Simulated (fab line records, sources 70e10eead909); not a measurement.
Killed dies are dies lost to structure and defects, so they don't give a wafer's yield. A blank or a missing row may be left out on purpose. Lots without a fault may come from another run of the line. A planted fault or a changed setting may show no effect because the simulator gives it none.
Which tool did it? | flow nand_harc | 12 lots, 36 wafers sampled, at 5 steps of a route of 1302

WHAT THE GAUGES READ, wafer by wafer
NHARC_A_DECK1_JOINT_THK_MEAS_17: measures by ellipsometry. Usual: thk_nm 45.0 nm, standard deviation 1.2.
lot  | measured     | on            | thk_nm (nm)    | flag
L963 | day 12 16:22 | film_metro-02 | 43.7 44.4 48.0 |
L966 | day 14 02:13 | film_metro-02 | 44.7 47.3 45.9 |
L968 | day 14 19:20 | film_metro-02 | 43.7 46.4 44.1 |
L969 | day 15 01:25 | film_metro-01 | 43.7 44.9 46.3 |
L970 | day 15 07:50 | film_metro-01 | 45.1 44.6 45.4 |
L971 | day 15 23:07 | film_metro-01 | 46.1 44.5 46.1 |
L973 | day 16 11:43 | film_metro-01 | 43.6 42.6 43.0 |
L974 | day 17 06:29 | film_metro-01 | 45.5 47.3 45.3 |
L978 | day 18 10:23 | film_metro-02 | 46.2 45.1 45.3 |
L979 | day 19 14:06 | film_metro-01 | 44.4 43.9 45.4 |
L980 | day 19 14:05 | film_metro-02 | 51.9 52.8 52.6 | OFF
L981 | day 20 03:30 | film_metro-02 | 52.8 52.5 50.4 | OFF

WHICH TOOL RAN EACH LOT (tool, then ch and the chambers of the sampled wafers, then the start)
lot  | NHARC_A_CHANNEL_FILL_D1_ALD_25   | NHARC_A_CHANNEL_FILL_D1_ETCHBACK_08           | NHARC_A_CHANNEL_FILL_D1_CMP_10 | NHARC_A_DECK1_JOINT_DEP_16
L963 | ald_hk-04 ch 0,2,3, day 10 15:50 | rie_diel-04 ch 0,1,3, day 11 03:11 or earlier | cmp-04 ch 1,3, day 11 03:11    | pecvd-02 ch 1,2, day 12 16:05
L966 | ald_hk-03 ch 0,2,3, day 11 18:49 | rie_diel-12 ch 0,1,3, day 12 08:45 or earlier | cmp-02 ch 0,1,2, day 12 08:45  | pecvd-03 ch 1,2, day 14 01:58
L968 | ald_hk-04 ch 0,1,3, day 12 18:41 | rie_diel-12 ch 1,2,3, day 13 06:06 or earlier | cmp-02 ch 0,1,3, day 13 06:06  | pecvd-03 ch 0,1, day 14 19:05
L969 | ald_hk-04 ch 0,2,3, day 13 01:37 | rie_diel-12 ch 1,2,3, day 13 12:59 or earlier | cmp-03 ch 0,1,3, day 13 12:59  | pecvd-03 ch 0,2, day 15 01:08
L970 | ald_hk-03 ch 2,3, day 13 09:09   | rie_diel-12 ch 1,2, day 13 20:37 or earlier   | cmp-02 ch 0,2,3, day 13 20:37  | pecvd-01 ch 0,1,2, day 15 07:33
L971 | ald_hk-04 ch 1,2,3, day 14 02:38 | rie_diel-04 ch 0,2,3, day 14 12:41 or earlier | cmp-02 ch 0,1,3, day 14 12:41  | pecvd-03 ch 0,1,2, day 15 22:50
L973 | ald_hk-04 ch 2,3, day 14 15:33   | rie_diel-12 ch 0,1,2, day 15 02:52 or earlier | cmp-02 ch 2,3, day 15 02:52    | pecvd-02 ch 0,1, day 16 11:26
L974 | ald_hk-02 ch 2,3, day 15 01:26   | rie_diel-04 ch 0,1,2, day 15 12:46 or earlier | cmp-02 ch 2,3, day 15 12:46    | pecvd-02 ch 0,1,2, day 17 06:12
L978 | ald_hk-02 ch 2,3, day 16 09:00   | rie_diel-12 ch 0,1,3, day 16 20:15 or earlier | cmp-02 ch 0,3, day 16 20:15    | pecvd-03 ch 0,1,2, day 18 10:12
L979 | ald_hk-03 ch 1,2, day 17 06:17   | rie_diel-06 ch 1,2,3, day 17 21:22 or earlier | cmp-03 ch 0,1,3, day 17 21:22  | pecvd-01 ch 0,2, day 19 13:50
L980 | ald_hk-02 ch 1,2, day 17 14:23   | rie_diel-06 ch 0,1,2, day 18 01:16 or earlier | cmp-03 ch 2,3, day 18 01:16    | pecvd-03 ch 1,2, day 19 13:49
L981 | ald_hk-04 ch 1,2,3, day 18 02:33 | rie_diel-06 ch 0,2,3, day 18 12:12 or earlier | cmp-03 ch 0,3, day 18 12:12    | pecvd-03 ch 0,1,2, day 20 03:15
- NHARC_A_CHANNEL_FILL_D1_ALD_25: deposits SiOx, target thk 60 nm, pulse time 10 s, ald cycles 600.
- NHARC_A_CHANNEL_FILL_D1_ETCHBACK_08: etches the open film in C4F8, target depth 220 nm, time 110 s.
- NHARC_A_CHANNEL_FILL_D1_CMP_10: polishes, target thk 150 nm.
- NHARC_A_DECK1_JOINT_DEP_16: deposits SiO2, target thk 45 nm.

WHAT THE TOOLS THEMSELVES READ (means of the sampled wafers that have a number; where no wafer has one, the mark that the record gives instead)
NHARC_A_CHANNEL_FILL_D1_ALD_25. Usual: heater_power_w 478 W, standard deviation 36; precursor_pulse_height_rel 1.001, standard deviation 0.02.
lot  | tool      | heater_power_w (W) | precursor_pulse_height_rel | flag
L963 | ald_hk-04 | 494                | 0.984                      |
L966 | ald_hk-03 | 499                | 0.980                      |
L968 | ald_hk-04 | 482                | 1.002                      |
L969 | ald_hk-04 | 494                | 0.990                      |
L970 | ald_hk-03 | 523                | 1.007                      |
L971 | ald_hk-04 | 469                | 0.963                      |
L973 | ald_hk-04 | 500                | 1.024                      |
L974 | ald_hk-02 | 476                | 1.019                      |
L978 | ald_hk-02 | 486                | 1.001                      |
L979 | ald_hk-03 | 502                | 0.997                      |
L980 | ald_hk-02 | 488                | 1.009                      |
L981 | ald_hk-04 | 470                | 0.999                      |

NHARC_A_CHANNEL_FILL_D1_ETCHBACK_08. Usual: oes_product_au 0.95 a.u., standard deviation 0.036; rf_vpp_V 440.0 V, standard deviation 2.3.
lot  | tool        | oes_product_au (a.u.) | rf_vpp_V (V) | flag
L963 | rie_diel-04 | 0.94                  | 441.8        |
L966 | rie_diel-12 | 0.92                  | 440.4        |
L968 | rie_diel-12 | 1.01                  | 442.1        |
L969 | rie_diel-12 | 0.93                  | 442.0        |
L970 | rie_diel-12 | 0.95                  | 441.6        |
L971 | rie_diel-04 | 0.93                  | 438.1        |
L973 | rie_diel-12 | 0.97                  | 439.5        |
L974 | rie_diel-04 | 0.91                  | 441.6        |
L978 | rie_diel-12 | 0.94                  | 440.7        |
L979 | rie_diel-06 | 1.00                  | 439.1        |
L980 | rie_diel-06 | 1.00                  | 437.8        |
L981 | rie_diel-06 | 0.93                  | 440.0        |

NHARC_A_CHANNEL_FILL_D1_CMP_10. Usual: motor_current_A 12.1 A, standard deviation 1.1; time_to_endpoint_s 14.8 s, standard deviation 2.5.
lot  | tool   | motor_current_A (A) | time_to_endpoint_s (s) | flag
L963 | cmp-04 | 12.0                | 15.5                   |
L966 | cmp-02 | 12.0                | 13.4                   |
L968 | cmp-02 | 12.0                | 15.6                   |
L969 | cmp-03 | 11.8                | 12.9                   |
L970 | cmp-02 | 11.6                | 13.9                   |
L971 | cmp-02 | 12.3                | 13.5                   |
L973 | cmp-02 | 11.6                | 13.1                   |
L974 | cmp-02 | 11.3                | 12.9                   |
L978 | cmp-02 | 11.4                | 15.7                   |
L979 | cmp-03 | 11.9                | 15.8                   |
L980 | cmp-03 | 11.9                | 13.9                   |
L981 | cmp-03 | 11.5                | 15.3                   |

NHARC_A_DECK1_JOINT_DEP_16. Usual: heater_power_w 581 W, standard deviation 72; throttle_valve_pct 15.9 %, standard deviation 0.67.
lot  | tool     | heater_power_w (W) | throttle_valve_pct (%) | flag
L963 | pecvd-02 | 544                | 15.4                   |
L966 | pecvd-03 | 581                | 16.3                   |
L968 | pecvd-03 | 612                | 16.2                   |
L969 | pecvd-03 | 630                | 15.9                   |
L970 | pecvd-01 | 578                | 15.1                   |
L971 | pecvd-03 | 639                | 16.2                   |
L973 | pecvd-02 | 528                | 16.4                   |
L974 | pecvd-02 | 590                | 15.9                   |
L978 | pecvd-03 | 616                | 15.9                   |
L979 | pecvd-01 | 602                | 15.5                   |
L980 | pecvd-03 | 583                | 16.2                   |
L981 | pecvd-03 | 587                | 16.0                   |

THE ANSWER, worked out from the rows above alone
Rule: a lot is off if the mean of its wafers that have a number lies more than 3 standard deviations from the usual mean. A lot without any number at a reading at which 4 lots or more have one is off too. The other lots that the step has rows for count as sound. The gauges are gone through in route order, then the tools' own readings, and for those a lot's mean is taken as printed above. The first step at which some lot is off is used, and at that step the reading that is off furthest; a lot without a number counts as furthest.
Off: L980, L981, at NHARC_A_DECK1_JOINT_THK_MEAS_17 (thk_nm).
A tool fits if, at a process step before that reading, it ran every lot that is off, and no sound lot after the first of them. The gauges at NHARC_A_DECK1_JOINT_THK_MEAS_17 are tried like those tools. NHARC_A_CHANNEL_FILL_D1_ETCHBACK_08 gives no start for some lots, so the hours and the order of its lots are those of NHARC_A_CHANNEL_FILL_D1_CMP_10. Can't be told from this: 4 tools fit, rie_diel-06 at NHARC_A_CHANNEL_FILL_D1_ETCHBACK_08, cmp-03 at NHARC_A_CHANNEL_FILL_D1_CMP_10, pecvd-03 at NHARC_A_DECK1_JOINT_DEP_16, film_metro-02 at NHARC_A_DECK1_JOINT_THK_MEAS_17.

WHAT THE SIMULATOR HAD PUT IN
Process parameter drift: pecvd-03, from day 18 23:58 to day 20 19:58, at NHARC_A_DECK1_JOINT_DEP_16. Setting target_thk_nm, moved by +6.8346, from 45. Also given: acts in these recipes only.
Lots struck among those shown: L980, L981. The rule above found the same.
